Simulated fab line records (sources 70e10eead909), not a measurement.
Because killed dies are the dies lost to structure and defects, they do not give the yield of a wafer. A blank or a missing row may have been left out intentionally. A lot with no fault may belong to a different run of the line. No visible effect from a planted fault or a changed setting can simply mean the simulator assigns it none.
A struck lot beside a sound one / flow nandHarc / 42 steps out of a route of 1159
Sound: the wafers L243.1, L243.2, L243.5. The struck wafers were L249.1, L249.2, L249.6. The cause is given at the end.
Per side, at each step with rows, come the tool, then ch with its chambers, and then its first start. Under that, the readings that differ: sound wafers / struck wafers / difference of the means / sigmas: that difference in standard deviations of wafers without a fault.
alike: readings with means less than 2 such deviations apart, plus words and numbers identical on both sides. not compared: withheld readings, readings lacking a value on some wafer, bounds such as >300 that could conceal the same value, and numbers that have no deviation in the record and whose values overlap.
The two part at a step that has a row with sigmas, a row that says differs or no value, or rows on one side only. Numbers that don't overlap but have no deviation are shown without sigmas and don't part them. Lack of a reading on every wafer of one side parts them only where that side has two or more wafers.

first, 2 steps without rows for these wafers: NHARC_A_CONTACT_ETCH_130 (etches the open film in C4F8/O2/Ar, time 155 s, target depth 956 nm); NHARC_A_CONTACT_ETCH_131 (etches the open film in C4F8/O2/Ar, time 155 s, target depth 956 nm).
NHARC_A_CONTACT_ETCH_132: etches the open film in C4F8/O2/Ar, time 156 s, target depth 958 nm.
  sound on harCapEtch-01 ch 0,1, day 18 22:32; struck on harCapEtch-02 ch 0,1, day 20 15:56
  not compared: rfHoursCounterH
then, 3 steps without rows for these wafers: NHARC_A_CONTACT_ETCH_133 (etches the open film in C4F8/O2/Ar, time 195 s, target depth 840 nm); NHARC_A_CONTACT_ETCH_91 (etches the open film in CH3F/O2, target depth 40 nm, time 85.7 s); NHARC_A_CONTACT_ETCH_97 (etches the open film in C4F6/O2, target depth 20 nm, time 10 s).
NHARC_A_CONTACT_CD_MEAS_80:
  struck on cdSem-02, day 20 16:52; sound on cdSem-01, day 18 23:27
  alike: cdNm
then, 4 steps without rows for these wafers: NHARC_A_CONTACT_STRIP_103 (strips in N2/H2); NHARC_A_CONTACT_STRIP_104 (strips in CF4/CHF3); NHARC_A_CONTACT_STRIP_105 (strips in O2/COS); NHARC_A_CONTACT_ETCH_106 (etches the open film in CF4/O2, target depth 60 nm, overetch 6 nm, time 33 s).
NHARC_A_CONTACT_STRIP_82: strips in O2.
  sound on rieDiel-06 ch 0,3; struck on rieDiel-06 ch 0,1,3
  alike: drypumpMotorCurrentA, oesProductAu, rfVppV, showerheadPlenumPTorr, throttleValvePct
  not compared: rfHoursCounterH
NHARC_A_CONTACT_STRIP_83: strips in post etch residue remover, time 600 s.
  sound on wetBench-06 ch 1,6,7, day 19 00:08; struck on wetBench-06 ch 0,5,6, day 20 17:33
then, 12 steps without rows for these wafers: NHARC_A_CONTACT_DEP_84 (deposits aC, target thk 2000 nm); NHARC_A_CONTACT_DEP_85 (deposits SiON, target thk 50 nm); NHARC_A_CONTACT_DEHYDRATE_00 (time 120 s); NHARC_A_CONTACT_HMDS_01 (time 30 s); NHARC_A_CONTACT_COAT_86 (time 75 s); NHARC_A_CONTACT_COAT_87 (time 65 s); NHARC_A_CONTACT_COAT_02 (resist thk 90 nm); NHARC_A_CONTACT_SOFTBAKE_03 (time 55 s); NHARC_A_CONTACT_EBR_04; NHARC_A_CONTACT_EXPOSE_05 (exposes mask A CC); NHARC_A_CONTACT_PEB_06 (peb time 65 s); NHARC_A_CONTACT_DEVELOP_07 (develop time 35 s).
NHARC_A_CONTACT_CD_MEAS_08 targets a cd of 100 nm.
  sound on cdSem-01 ch 0, day 19 03:26; struck on cdSem-03 ch 0, day 20 19:49
  alike: cdNm
NHARC_A_CONTACT_OVL_MEAS_09:
  struck on overlay-02, day 20 19:53; sound on overlay-02, day 19 03:32
  alike: overlayXNm, overlayYNm
then, 5 steps without rows for these wafers: NHARC_A_CONTACT_DESCUM_13 (chemistry O2, time 3 s); NHARC_A_CONTACT_ETCH_88 (etches the open film in CF4, target depth 39 nm, time 65 s); NHARC_A_CONTACT_ETCH_89 (etches the open film in N2/H2, target depth 260 nm, time 475.3 s); NHARC_A_CONTACT_ETCH_30 (etches the open film in CF4/CHF3, target depth 60.5 nm, time 30.2 s); NHARC_A_CONTACT_ETCH_31 (etches the open film in O2/COS, target depth 2000 nm, time 520 s).
NHARC_A_CONTACT_ETCH_134: etches the open film in C4F8/O2/Ar, time 140 s, target depth 700 nm.
  sound on harCapEtch-03 ch 0,1, day 19 04:58; struck on harCapEtch-01 ch 0,1, day 20 21:02
  not compared: rfHoursCounterH
then, 4 steps without rows for these wafers: NHARC_A_CONTACT_ETCH_135 (etches the open film in C4F8/O2/Ar, time 132 s, target depth 1287 nm); NHARC_A_CONTACT_ETCH_136 (etches the open film in C4F8/O2/Ar, time 132 s, target depth 1287 nm); NHARC_A_CONTACT_ETCH_137 (etches the open film in C4F8/O2/Ar, time 132 s, target depth 1287 nm); NHARC_A_CONTACT_ETCH_138 (etches the open film in C4F8/O2/Ar, time 132 s, target depth 1289 nm).
NHARC_A_CONTACT_ETCH_139: etches the open film in C4F8/O2/Ar, time 137 s, target depth 590 nm.
  sound on harCapEtch-03 ch 0,1, day 19 05:39; struck on harCapEtch-01 ch 0,1, day 20 21:44
  not compared: rfHoursCounterH
then, 1 step without rows for these wafers: NHARC_A_CONTACT_ETCH_92 (etches the open film in CH3F/O2, target depth 40 nm, time 85.7 s).
NHARC_A_CONTACT_ETCH_98: etches the open film in C4F6/O2, target depth 20 nm, time 10 s.
  sound on rieDiel-06 ch 2,3, day 19 06:23; struck on rieDiel-09 ch 1,2,3
  alike: drypumpMotorCurrentA, oesProductAu, rfVppV, showerheadPlenumPTorr, throttleValvePct
  not compared: rfHoursCounterH
NHARC_A_CONTACT_CD_MEAS_15:
  struck on cdSem-01, day 20 22:22; sound on cdSem-03, day 19 06:28
  alike: cdNm
-- the record jumps here: 4 days lie between the struck wafers' starts before and after (it left off in module A_CONTACT and takes up again in module END, whose first step shown is number 1159 of the route) --
NHARC_END_SORT_01:
  sound on prober-02 ch 0, day 21 06:11; struck on prober-02 ch 0, day 24 20:24
reading=killedAtArray; sound=17 17 20; struck=108 108 111; difference=+91; sigmas=+10
reading=killedDies; sound=21 21 22; struck=115 111 114; difference=+92; sigmas=+10
  alike: killedAtOther, killedAtPeriphery, killedOpen, killedShort

WHERE THEY PART
Within this record, at NHARC_END_SORT_01 only.

WHY: what had been put in by the simulator
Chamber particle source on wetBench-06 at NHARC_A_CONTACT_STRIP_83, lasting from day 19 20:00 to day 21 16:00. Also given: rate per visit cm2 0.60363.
